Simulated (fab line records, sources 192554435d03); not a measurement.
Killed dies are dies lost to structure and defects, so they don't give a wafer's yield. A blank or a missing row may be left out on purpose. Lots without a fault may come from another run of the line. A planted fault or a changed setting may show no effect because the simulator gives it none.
Chamber matching | flow n5_finfet | N5_BEOL_M4_PECVD_72 on pecvd-01: 3 sister chambers
The step deposits SiO2 from TEOS/O2, target thk 16 nm, time 18 s. 3 wafers are shown with their chamber, then 11 later ones without.

WAFERS WITH THEIR CHAMBER
wafer  | chamber | throttle_valve_pct (%)
L088.4 | 0       | 22.5
L089.4 | 1       | 24.4
L090.2 | 2       | 20.3

WAFERS WITHOUT THEIR CHAMBER
wafer  | throttle_valve_pct (%)
L090.5 | 20.3
L090.6 | 24.6
L092.1 | 22.3
L092.2 | 24.6
L092.5 | 22.7
L091.1 | 22.4
L091.4 | 22.3
L091.5 | 20.1
L096.1 | 24.7
L096.4 | 20.4
L096.5 | 20.4

WHICH CHAMBER EACH WENT THROUGH
wafer  | from the rows above | in truth
L090.5 | 2                   | 2
L090.6 | 1                   | 1
L092.1 | 0                   | 0
L092.2 | 1                   | 1
L092.5 | 0                   | 0
L091.1 | 0                   | 0
L091.4 | 0                   | 0
L091.5 | 2                   | 2
L096.1 | 1                   | 1
L096.4 | 2                   | 2
L096.5 | 2                   | 2
Placed correctly: 11 of 11. Can't be placed from these rows: 0. Placed wrongly: 0.
How it was worked out, from the rows above alone: a wafer's distance from a chamber is the root of the sum, over the readings, of the square of ((its reading less the chamber's mean) divided by the reading's scatter). The wafer belongs to the nearest chamber; if the next one is less than 2 further off, it can't be placed. A chamber's mean is the mean of its shown wafers. The scatter: with one shown wafer a chamber, the root of the mean of the squares of how far each hidden wafer lies from its nearest shown one.
